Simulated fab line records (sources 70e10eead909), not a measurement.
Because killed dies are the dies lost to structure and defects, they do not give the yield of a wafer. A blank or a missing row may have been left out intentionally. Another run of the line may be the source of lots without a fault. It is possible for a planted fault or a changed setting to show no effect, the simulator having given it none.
Comparing a struck lot with a sound one + flow nand-harc + 18 out of 1159 route steps
Sound: the wafers L593.1, L593.5, L593.6. Struck: wafers L598.1, L598.2, L598.3. The cause is given at the end.
Each step with rows lists, per side, the tool, then ch with its chambers, then its first start. Under that, the readings that differ: sound wafers + struck wafers + difference of the means + sigmas: that difference in standard deviations of wafers without a fault.
alike: readings whose means differ by less than 2 such deviations, and words and numbers that are the same on both sides. not compared: withheld readings, readings that some wafer has no value for, bounds like >300 that may hide the same value, and numbers for which the record gives no deviation and whose values overlap.
Wherever a step has rows on one side only, a row that says differs or no value, or a row with sigmas, the two part there. Numbers that have no deviation but don't overlap get no sigmas and don't part them. A reading that every wafer of one side lacks parts them only if that side has two wafers or more.

NHARC_P_ZERO_WELL_CD_MEAS_24: target cd 720 nm.
  sound on cd-sem-03 ch 0, day 1 20:34; struck on cd-sem-03 ch 0, day 3 02:28
  alike: cd-nm
then, 1 step without rows for these wafers: NHARC_P_ZERO_WELL_HARDBAKE_25 (time 80 s).
NHARC_P_ZERO_WELL_DESCUM_26: chemistry O2, time 3 s.
  sound on rie-diel-09 ch 0,1, day 1 20:44; struck on rie-diel-08 ch 0,1,2, day 3 02:38
  alike: drypump-motor-current-A, oes-product-au, rf-vpp-V, showerhead-plenum-p-Torr, throttle-valve-pct
  not compared: rf-hours-counter-h
then, 9 steps without rows for these wafers: NHARC_P_ZERO_WELL_IMPLANT_27; NHARC_P_ZERO_WELL_IMPLANT_57; NHARC_P_ZERO_WELL_IMPLANT_58; NHARC_P_ZERO_WELL_STRIP_28 (strips in SPM, time 840 s); NHARC_P_ZERO_WELL_DEHYDRATE_29 (time 120 s); NHARC_P_ZERO_WELL_HMDS_30 (time 30 s); NHARC_P_ZERO_WELL_COAT_31; NHARC_P_ZERO_WELL_SOFTBAKE_32 (time 95 s); NHARC_P_ZERO_WELL_EBR_33.
NHARC_P_ZERO_WELL_EXPOSE_34: exposes mask P PWELL, target cd 720 nm.
  sound on krf-scanner-03 ch 0, day 1 22:03; struck on krf-scanner-01 ch 0, day 3 03:58
| reading              | sound                | struck               | difference | sigmas      |
|----------------------|----------------------|----------------------|------------|-------------|
| exposure-dose-mJ-cm2 | 22.345 22.301 22.285 | 25.223 25.224 25.238 | +2.918     | +99 or more |
  alike: mask
then, 2 steps without rows for these wafers: NHARC_P_ZERO_WELL_PEB_35 (peb time 85 s); NHARC_P_ZERO_WELL_DEVELOP_36 (time 70 s).
NHARC_P_ZERO_WELL_CD_MEAS_37: target cd 720 nm.
  sound on cd-sem-02 ch 0, day 1 22:13; struck on cd-sem-01 ch 0, day 3 04:08
| reading    | sound             | struck            | difference | sigmas |
|------------|-------------------|-------------------|------------|--------|
| cd-nm (nm) | 719.5 719.2 720.7 | 744.6 743.4 739.4 | +22.7      | +10    |
then, 2 steps without rows for these wafers: NHARC_P_ZERO_WELL_HARDBAKE_38 (time 80 s); NHARC_END_SORT_01.

## WHERE THEY PART
First at NHARC_P_ZERO_WELL_EXPOSE_34; last, within this record, at NHARC_P_ZERO_WELL_CD_MEAS_37.

WHY: what had been put in by the simulator
Drift in process parameters on krf-scanner-01 at NHARC_P_ZERO_WELL_EXPOSE_34, starting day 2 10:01. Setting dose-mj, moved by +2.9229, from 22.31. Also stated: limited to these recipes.
